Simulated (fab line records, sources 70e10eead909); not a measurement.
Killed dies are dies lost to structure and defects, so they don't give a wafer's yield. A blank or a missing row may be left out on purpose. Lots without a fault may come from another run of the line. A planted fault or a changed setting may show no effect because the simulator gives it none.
Chamber matching | flow nand_harc | NHARC_A_M1_PRE_CLEAN_32 on pecvd-03: 3 sister chambers
The step time 12 s. 18 wafers are shown with their chamber, then 9 later ones without.

WAFERS WITH THEIR CHAMBER
wafer  | chamber | heater_power_w (W)
L075.1 | 2       | 753
L075.4 | 0       | 645
L075.5 | 2       | 760
L075.2 | 0       | 620
L075.3 | 1       | 621
L075.6 | 1       | 604
L079.1 | 1       | 622
L079.3 | 2       | 578
L079.6 | 2       | 600
L082.1 | 0       | 733
L082.2 | 1       | 678
L082.3 | 2       | 718
L082.4 | 1       | 669
L082.5 | 2       | 706
L082.6 | 0       | 725
L085.1 | 0       | 672
L085.4 | 1       | 675
L085.6 | 0       | 682

SIGNATURES (means of the wafers above)
reading        | chamber 0 | chamber 1 | chamber 2 | scatter within a chamber
heater_power_w | 679.50    | 644.83    | 685.83    | 55.1
Rule: a wafer's distance from a chamber is the root of the sum, over the readings, of the square of ((its reading less the chamber's mean) divided by the reading's scatter). The wafer belongs to the nearest chamber; if the next one is less than 2 further off, it can't be placed. The scatter: the root of (the sum of the squares of (reading less its chamber's mean) over the shown wafers, divided by (wafers less chambers)).

WAFERS WITHOUT THEIR CHAMBER
wafer  | heater_power_w (W)
L093.2 | 596
L093.3 | 643
L093.4 | 667
L092.1 | 620
L092.2 | 683
L092.4 | 717
L091.1 | 631
L091.3 | 664
L091.4 | 623

WHICH CHAMBER EACH WENT THROUGH
wafer  | from the rows above          | in truth
L093.2 | can't be placed: 1 or 0 or 2 | 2
L093.3 | can't be placed: 1 or 0 or 2 | 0
L093.4 | can't be placed: 0 or 2 or 1 | 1
L092.1 | can't be placed: 1 or 0 or 2 | 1
L092.2 | can't be placed: 2 or 0 or 1 | 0
L092.4 | can't be placed: 2 or 0 or 1 | 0
L091.1 | can't be placed: 1 or 0 or 2 | 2
L091.3 | can't be placed: 0 or 1 or 2 | 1
L091.4 | can't be placed: 1 or 0 or 2 | 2
Placed correctly: 0 of 9. Can't be placed from these rows: 9 (the true chamber is among the candidates in 9). Placed wrongly: 0.
